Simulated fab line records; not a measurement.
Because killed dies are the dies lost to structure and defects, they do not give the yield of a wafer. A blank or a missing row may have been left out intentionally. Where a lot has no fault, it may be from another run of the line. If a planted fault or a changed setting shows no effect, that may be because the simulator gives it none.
fab line records ; flow nandHarc
record: lots: 12; wafers: 36; lastDay: 25
route steps=1159 shown P_M0@253 A_BONDPAD@1088 HYBRID_BOND@1094 END@1159
lots untouched by any fault: they come from a run of this same line in which no faults occurred
startH: hours from the record's first day to the start of the lot's first wafer shown ; waitH: time in hours since the lot's previous step ; " the same as in the row above ; L1.1+2: a single row standing in for several wafers ; - no value, or no start was given ; * or withheld: withheld ; < > ~ a bound
route shown NAME@n: NAME is a module with steps in the file, n the number in the route of the first one ; usual: mean and standard deviation over wafers with no fault ; same: alike in all rows ; chamber/n: place in a boat ; sites: each site's reading ; _std_site: standard deviation of those values ; _edge_site: outer sites' mean less inner sites' ; radiusMm: for every site, how far away it sits from the centre of the wafer ; mask NAME#n: copy n ; behind: the last tool/chamber to shape the wafer ; hold: why the lot was held/for how many hours/how that ended ; device: the n, p or np transistor that did not switch ; end of line: the same wafers' tests at the end of the route ; where a step has no rows: the recipe by itself ; killed: at the first sort, the dies lost to defects and structure; wafer yield is something else ; map: per-die view of a wafer (x killed, . not killed, _ where there is no die)
set.NAME: the setting that was run; set.NAME@STEP: the one run at that earlier step ; model.NAME: the simulator's own value behind a step, which no gauge read
the route's steps for a sample of lots (tables are steps, rows are wafers)
services: from which hour (startH, from the record's first day; less than 0 if before it) a tool's chamber was out of use, for how many hours, and why
== steps ==
step: NHARC_P_M0_DEP_00
recipe: targetThkA: 1500; targetThkNm: 150; tempC: withheld; pressureTorr: 5; flowSccm: 200; rfW: 600; material: SiOC
usual: chamberPressureTorr: 4.999/0.011
lot.wafer;tool;chamber;startH;waitH;chamberPressureTorr
L297.2;pecvd-01;1;110.78;0.2;4.990
L297.6;pecvd-01;0;110.78;0.2;5.011
L297.4;pecvd-01;1;110.78;0.2;5.013
L299.1;pecvd-02;0;129.72;0.1;4.988
L299.4;pecvd-02;0;129.72;0.1;4.999
L299.6;pecvd-02;1;129.72;0.1;4.999
L300.3;pecvd-02;0;135.38;0.1;4.996
L300.5;pecvd-02;0;135.38;0.1;4.991
L300.6;pecvd-02;2;135.38;0.1;5.007
L301.3;pecvd-01;0;138.85;0.2;5.009
L301.5;pecvd-01;0;138.85;0.2;5.008
L301.6;pecvd-01;1;138.85;0.2;4.996
L302.2;pecvd-02;2;143.63;0.1;5.002
L302.1;pecvd-02;1;143.63;0.1;5.000
L302.5;pecvd-02;1;143.63;0.1;4.980
L303.3;pecvd-02;0;152.90;0.1;5.005
L303.1;pecvd-02;1;152.90;0.1;4.999
L303.2;pecvd-02;2;152.90;0.1;5.007
L313.2;pecvd-01;2;202.61;0.1;5.003
L313.3;pecvd-01;0;202.61;0.1;5.009
L313.6;pecvd-01;0;202.61;0.1;5.009
L316.2;pecvd-01;2;228.59;0.1;5.000
L316.5;pecvd-01;2;228.59;0.1;4.973
L316.4;pecvd-01;1;228.59;0.1;5.001
L317.2;pecvd-02;1;232.09;0.1;4.989
L317.3;pecvd-02;2;232.09;0.1;5.001
L317.5;pecvd-02;1;232.09;0.1;4.992
L318.3;pecvd-02;0;241.63;0.2;5.018
L318.1;pecvd-02;1;241.63;0.2;4.982
L318.5;pecvd-02;2;241.63;0.2;4.986
L319.3;pecvd-02;1;246.85;0.1;4.998
L319.6;pecvd-02;0;246.85;0.1;5.012
L319.5;pecvd-02;1;246.85;0.1;5.001
L320.1;pecvd-02;2;247.65;0.1;5.006
L320.5;pecvd-02;1;247.65;0.1;4.992
L320.6;pecvd-02;2;247.65;0.1;4.994
step: NHARC_A_BONDPAD_CMP_19
recipe: tOverpolishS: 30; cuRecessTouchS: 16; targetThkNm: 169.8
usual: motorCurrentA: 12.3/1.3; overpolishRunS: 29.999/0.01
same: tOverpolishS: 30
lot.wafer;tool;chamber;startH;waitH;motorCurrentA;overpolishRunS
L297.4;cmp-01;3;413.43;-;15.1;30.010
L297.2;cmp-01;0;413.43;-;12.6;29.991
L297.6;cmp-01;3;413.43;-;14.0;29.993
L301.3;cmp-04;1;414.08;-;12.4;29.993
L301.5;cmp-04;3;414.08;-;10.1;29.991
L301.6;cmp-04;0;414.08;-;10.9;30.006
L299.4;cmp-04;1;420.78;-;11.2;30.004
L299.1;cmp-04;3;420.78;-;9.8;30.000
L299.6;cmp-04;1;420.78;-;11.9;29.992
L302.1;cmp-04;3;427.18;-;10.1;29.992
L300.3;cmp-01;0;437.03;-;12.5;29.989
L300.6;cmp-01;1;437.03;-;14.7;29.998
L300.5;cmp-01;2;437.03;-;11.8;29.992
L303.3;cmp-04;3;464.92;-;10.1;29.979
L303.1;cmp-04;1;464.92;-;12.7;29.995
L313.2;cmp-02;3;487.89;-;12.7;30.017
L313.3;cmp-02;0;487.89;-;12.5;30.004
L313.6;cmp-02;3;487.89;-;12.4;29.981
L317.3;cmp-04;3;521.23;-;10.1;29.983
L317.2;cmp-04;1;521.23;-;12.6;30.013
L317.5;cmp-04;3;521.23;-;9.8;29.996
L316.2;cmp-04;2;536.01;-;11.9;30.001
L316.4;cmp-04;0;536.01;-;11.1;29.999
L316.5;cmp-04;3;536.01;-;10.2;30.007
L320.1;cmp-02;0;545.21;-;12.6;30.005
L320.6;cmp-02;1;545.21;-;11.5;30.014
L320.5;cmp-02;2;545.21;-;12.3;29.992
L318.1;cmp-02;2;554.24;-;12.9;29.993
L318.3;cmp-02;3;554.24;-;12.9;29.991
L318.5;cmp-02;1;554.24;-;12.3;30.009
L319.3;cmp-01;3;560.56;-;15.3;29.984
L319.5;cmp-01;1;560.56;-;14.0;30.004
L319.6;cmp-01;2;560.56;-;11.8;29.981
step: NHARC_HYBRID_BOND_ACTIVATE_00
recipe: timeS: 60; n2FlowSccm: 200; arFlowSccm: 0; biasPowerW: 0; chemistry: N2
usual: drypumpMotorCurrentA: 5.7/0.34; oesProductAu: 0.996/0.012; rfVppV: 64.3/0.91; showerheadPlenumPTorr: 1.78/0.078
lot.wafer;tool;chamber;startH;waitH;drypumpMotorCurrentA;oesProductAu;rfHoursCounterH;rfVppV;showerheadPlenumPTorr
L297.2;rieDiel-04;3;414.05;0.1;5.8;0.994;11;65.1;1.79
L297.4;rieDiel-04;0;414.05;0.1;6.2;0.997;11;64.5;1.89
L297.6;rieDiel-04;1;414.05;0.1;5.7;0.994;-;65.7;1.79
L301.3;rieDiel-08;1;414.61;0.1;6.0;1.012;42;64.3;1.64
L301.5;rieDiel-08;1;414.61;0.1;6.0;1.018;-;64.0;1.64
L301.6;rieDiel-08;2;414.61;0.1;5.0;0.986;-;64.2;1.66
L299.1;rieDiel-04;0;421.36;0.1;6.2;0.986;11;63.6;1.89
L299.4;rieDiel-04;1;421.36;0.1;5.7;0.969;11;64.2;1.79
L299.6;rieDiel-04;0;421.36;0.1;6.2;0.986;-;63.4;1.89
L302.1;rieDiel-04;1;427.69;0.1;5.7;0.977;11;64.5;1.79
L300.3;rieDiel-04;3;437.60;0.1;5.8;1.001;13;65.0;1.79
L300.6;rieDiel-04;0;437.60;0.1;6.2;0.997;-;64.4;1.89
L300.5;rieDiel-04;3;437.60;0.1;5.8;0.987;-;64.1;1.79
L303.3;rieDiel-04;1;465.48;0.1;5.7;0.991;14;63.4;1.79
L303.1;rieDiel-04;2;465.48;0.1;5.4;1.000;16;63.2;1.79
L313.2;rieDiel-04;1;488.47;0.1;5.7;0.995;1;65.4;1.79
L313.3;rieDiel-04;0;488.47;0.1;6.2;0.978;1;64.5;1.89
L313.6;rieDiel-04;1;488.47;0.1;5.7;0.989;-;64.1;1.79
L317.3;rieDiel-04;2;521.86;0.1;5.4;1.002;4;64.9;1.79
L317.2;rieDiel-04;3;521.86;0.1;5.8;1.009;5;64.4;1.79
L317.5;rieDiel-04;1;521.86;0.1;5.7;0.979;-;62.6;1.79
L316.2;rieDiel-04;3;536.66;0.1;5.8;0.993;6;64.2;1.79
L316.4;rieDiel-04;0;536.66;0.1;6.1;0.978;6;65.4;1.89
L316.5;rieDiel-04;1;536.66;0.1;5.7;0.982;-;63.0;1.79
L320.1;rieDiel-04;2;545.73;0.1;5.4;1.010;6;63.8;1.79
L320.5;rieDiel-04;2;545.73;0.1;5.4;0.998;-;65.8;1.79
L320.6;rieDiel-04;3;545.73;0.1;5.8;1.006;-;64.2;1.79
L318.3;rieDiel-04;1;554.82;0.1;5.6;0.991;7;64.6;1.79
L318.1;rieDiel-04;3;554.82;0.1;5.8;1.003;8;64.1;1.79
L318.5;rieDiel-04;2;554.82;0.1;5.4;0.993;-;64.0;1.79
L319.3;rieDiel-04;3;561.15;0.1;5.8;1.003;9;65.5;1.79
L319.6;rieDiel-04;0;561.15;0.1;6.2;0.985;-;64.7;1.89
L319.5;rieDiel-04;1;561.15;0.1;5.7;0.987;-;64.5;1.79
step: NHARC_HYBRID_BOND_OVL_MEAS_05
usual: overlayXNm: -2/34; overlayYNm: -2/33
lot.wafer;tool;chamber;startH;waitH;overlayXNm;overlayYNm
L297.2;overlay-02;-;429.09;0.4;-14;2
L297.4;overlay-02;-;429.09;0.4;-42;-16
L297.6;overlay-02;-;429.09;0.4;1;31
L301.3;overlay-01;-;429.09;0.4;14;-43
L301.5;overlay-01;-;429.09;0.4;56;8
L301.6;overlay-01;-;429.09;0.4;-16;-40
L299.1;overlay-01;-;429.11;0.4;1;-15
L299.4;overlay-01;-;429.11;0.4;-28;-20
L299.6;overlay-01;-;429.11;0.4;-61;19
L302.1;overlay-02;-;440.75;0.4;-15;-3
L300.3;overlay-02;-;447.24;0.4;28;-20
L300.5;overlay-02;-;447.24;0.4;-48;-40
L300.6;overlay-02;-;447.24;0.4;-6;13
L303.1;overlay-02;-;476.96;0.4;13;-58
L303.3;overlay-02;-;476.96;0.4;-4;21
L313.2;overlay-01;-;499.57;0.4;-93;15
L313.3;overlay-01;-;499.57;0.4;21;-11
L313.6;overlay-01;-;499.57;0.4;6;-7
L317.2;overlay-02;-;533.22;0.4;-19;4
L317.3;overlay-02;-;533.22;0.4;-12;-10
L317.5;overlay-02;-;533.22;0.4;-16;51
L316.2;overlay-02;-;546.38;0.4;47;27
L316.4;overlay-02;-;546.38;0.4;1;12
L316.5;overlay-02;-;546.38;0.4;-64;-30
L320.1;overlay-02;-;556.05;0.4;8;24
L320.5;overlay-02;-;556.05;0.4;-33;41
L320.6;overlay-02;-;556.05;0.4;56;-66
L318.1;overlay-01;-;564.59;0.4;15;-44
L318.3;overlay-01;-;564.59;0.4;-33;-66
L318.5;overlay-01;-;564.59;0.4;37;44
L319.3;overlay-01;-;570.77;0.4;-22;-5
L319.5;overlay-01;-;570.77;0.4;-67;52
L319.6;overlay-01;-;570.77;0.4;-29;5
step: NHARC_END_SORT_01
recipe: tempC: 25
usual: defectLimitedYield: 95.3/1.6; killedAtArray: 27/11; killedAtOther: 0.7/1.1; killedAtPeriphery: 3.6/2.4; killedDies: 32/11; killedOpen: 3.3/1.8; killedShort: 2.1/1.5; sort_bin_2_pct: 1.4/0.64; sort_bin_3_pct: 0.29/0.22; sort_bin_4_pct: 3.0/1.1; sortNPass: 645/11; sortRimYieldPct: 95/3.5; sortYieldPct: 95.3/1.6
same: grossDies: 677; sort_bin_5_pct[%]: 0; sort_bin_6_pct[%]: 0; sort_bin_7_pct[%]: 0; sort_bin_8_pct[%]: 0; sortRimNGross: 106.00
lot.wafer;tool;chamber;startH;waitH;defectLimitedYield[%];killedAtArray;killedAtOther;killedAtPeriphery;killedDies;killedOpen;killedShort;sort_bin_2_pct[%];sort_bin_3_pct[%];sort_bin_4_pct[%];sortNPass;sortRimYieldPct[%];sortYieldPct[%]
L302.1;prober-01;0;462.26;2.5;95.3;29;1;2;32;7;3;2.2;0.30;2.2;645;99;95.3
L302.2;prober-01;0;463.06;2.8;0;15;2;660;677;3;2;97.5;0.15;2.4;0;0;0
L302.5;prober-01;0;465.45;3.7;0;14;0;663;677;0;1;97.9;0.30;1.8;0;0;0
L300.3;prober-02;0;470.00;3.1;94.7;32;0;4;36;3;3;2.4;0.74;2.2;641;93;94.7
L300.5;prober-02;0;471.57;3.6;97.2;18;0;1;19;1;0;1.3;0;1.5;658;95;97.2
L300.6;prober-02;0;472.36;3.9;94.8;32;0;3;35;4;2;1.6;0.15;3.4;642;93;94.8
L303.1;prober-02;0;509.92;2.5;95.7;29;0;0;29;3;3;1.3;0.15;2.8;648;93;95.7
L303.2;prober-02;0;510.73;2.8;0;28;1;648;677;7;2;96.8;0;3.2;0;0;0
L303.3;prober-02;0;511.53;3.1;94.1;34;3;3;40;5;3;2.2;0.74;3.0;637;99;94.1
killed by level:class
L302.1 A_CHANNEL_HOLE_D1:chamberFilmFlake=9 A_STAIRCASE:chamberFilmFlake=5 A_CONTACT:chamberFilmFlake=5 A_SOURCE_PLATE:geometricParticle:open=2 P_M0:geometricParticle:open=1 A_ONON_D1:geometricParticle:open=1 A_SGD_CUT:geometricParticle:short=1 A_WL_FILL:geometricParticle:open=1
L302.2 P_M0:areaDep=652 A_CHANNEL_HOLE_D1:chamberFilmFlake=7 P_ZERO_WELL:chamberFilmFlake=5 A_CONTACT:chamberFilmFlake=5 P_CONTACT:geometricParticle:open=2 THIN_TSV:chamberFilmFlake=2 P_M1:geometricParticle:short=1 A_CHANNEL_FILL_D1:geometricParticle:open=1
L302.5 P_M0:areaDep=661 A_CHANNEL_HOLE_D1:chamberFilmFlake=9 A_CONTACT:chamberFilmFlake=3 P_M2:geometricParticle:short=1 P_ZERO_WELL:chamberFilmFlake=1 A_STAIRCASE:chamberFilmFlake=1 A_SLIT:chamberFilmFlake=1
L300.3 A_CHANNEL_HOLE_D1:chamberFilmFlake=13 A_SLIT:chamberFilmFlake=7 A_WL_FILL:geometricParticle:short=3 A_STAIRCASE:chamberFilmFlake=3 A_CONTACT:chamberFilmFlake=3 P_STI:geometricParticle:open=1 P_CONTACT:geometricParticle:open=1 P_M0:geometricParticle:open=1
L300.5 A_CHANNEL_HOLE_D1:chamberFilmFlake=7 A_STAIRCASE:chamberFilmFlake=5 A_SLIT:chamberFilmFlake=4 P_GATE:geometricParticle:open=1 A_ZERO_WELL:chamberFilmFlake=1 A_CONTACT:chamberFilmFlake=1
L300.6 A_CHANNEL_HOLE_D1:chamberFilmFlake=11 A_SLIT:chamberFilmFlake=8 A_STAIRCASE:chamberFilmFlake=3 A_CONTACT:chamberFilmFlake=3 A_CONTACT:geometricParticle:open=2 A_ZERO_WELL:chamberFilmFlake=2 P_CONTACT:geometricParticle:open=1 P_M0:geometricParticle:open=1
L303.1 A_CHANNEL_HOLE_D1:chamberFilmFlake=14 A_STAIRCASE:chamberFilmFlake=5 A_CONTACT:chamberFilmFlake=3 A_ONON_D1:geometricParticle:open=1 A_CHANNEL_HOLE_D1:geometricParticle:open=1 A_CHANNEL_FILL_D1:geometricParticle:short=1 A_CONTACT:geometricParticle:short=1 A_BLC:geometricParticle:short=1
L303.2 P_M0:areaDep=644 A_CHANNEL_HOLE_D1:chamberFilmFlake=16 A_CONTACT:chamberFilmFlake=4 A_CONTACT:geometricParticle:open=2 A_M0:geometricParticle:open=2 P_CONTACT:geometricParticle:open=1 P_M0:geometricParticle:open=1 A_SGD_CUT:geometricParticle:short=1
L303.3 A_CHANNEL_HOLE_D1:chamberFilmFlake=21 A_CONTACT:chamberFilmFlake=6 THIN_TSV:chamberFilmFlake=3 P_CONTACT:geometricParticle:open=1 P_CONTACT:geometricParticle:short=1 P_M1:geometricParticle:open=1 A_CHANNEL_HOLE_D1:geometricParticle:short=1 A_WL_FILL:geometricParticle:short=1
== services ==
tool;chamber;startH;hours;kind
cmp-04;-;105.00;4.0;pm
rieDiel-04;-;111.90;9.0;pm
rieDiel-04;1;129.98;6.6;repair
pecvd-02;-;145.32;0.5;repair
pecvd-02;-;153.17;13.0;pm
cmp-04;-;203.00;4.0;pm
rieDiel-04;-;226.02;1.5;repair
cmp-04;-;239.84;0.8;repair
rieDiel-04;2;264.58;4.7;repair
rieDiel-04;-;288.90;9.0;pm
pecvd-02;-;291.52;0.6;repair
cmp-04;-;301.15;4.0;pm
rieDiel-04;0;317.68;2.6;repair
pecvd-02;-;334.29;13.0;pm
cmp-04;-;366.37;0.5;repair
cmp-04;-;399.15;4.0;pm
cmp-04;-;421.29;1.1;repair
pecvd-02;-;422.12;0.9;repair
cmp-04;-;427.32;1.1;repair
rieDiel-04;1;436.02;14.3;repair
cmp-04;-;442.67;0.4;repair
rieDiel-04;-;465.90;9.0;pm
rieDiel-04;-;503.97;1.7;repair
pecvd-02;-;515.29;13.0;pm
== key ==
firstSign: step: NHARC_END_SORT_01; reading: killedAtPeriphery; direction: up; sigmas: 99+; usual: 3.6; struck: 657
effect: step: NHARC_END_SORT_01; reading: sort_bin_2_pct; direction: up; sigmas: 99+; usual: 1.4; struck: 97.4
moreKillsBornAt: NHARC_P_M0_DEP_00@pecvd-02: 1957
metAt NHARC_P_M0_DEP_00
struckLots L302,L303
struckWafers L302.2,L302.5,L303.2
laterRowsLeftOut L302.2,L302.5,L303.2
notActingAt NHARC_A_BONDPAD_CMP_19,NHARC_HYBRID_BOND_ACTIVATE_00,NHARC_HYBRID_BOND_OVL_MEAS_05
onsetBetween 135.38 143.63
fault: kind: processParameterDrift; tool: pecvd-02; chamber: -; onsetH: 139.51; steps: NHARC_P_M0_DEP_00; channel: targetThkA; offset: *; shape: step; endH: 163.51; scope: struckWafersOnly; actsIn: *; stated: *
laterRowsLeftOut: the simulator's readings of these wafers behind a module that went badly wrong aren't trusted and aren't shown, but for the sort
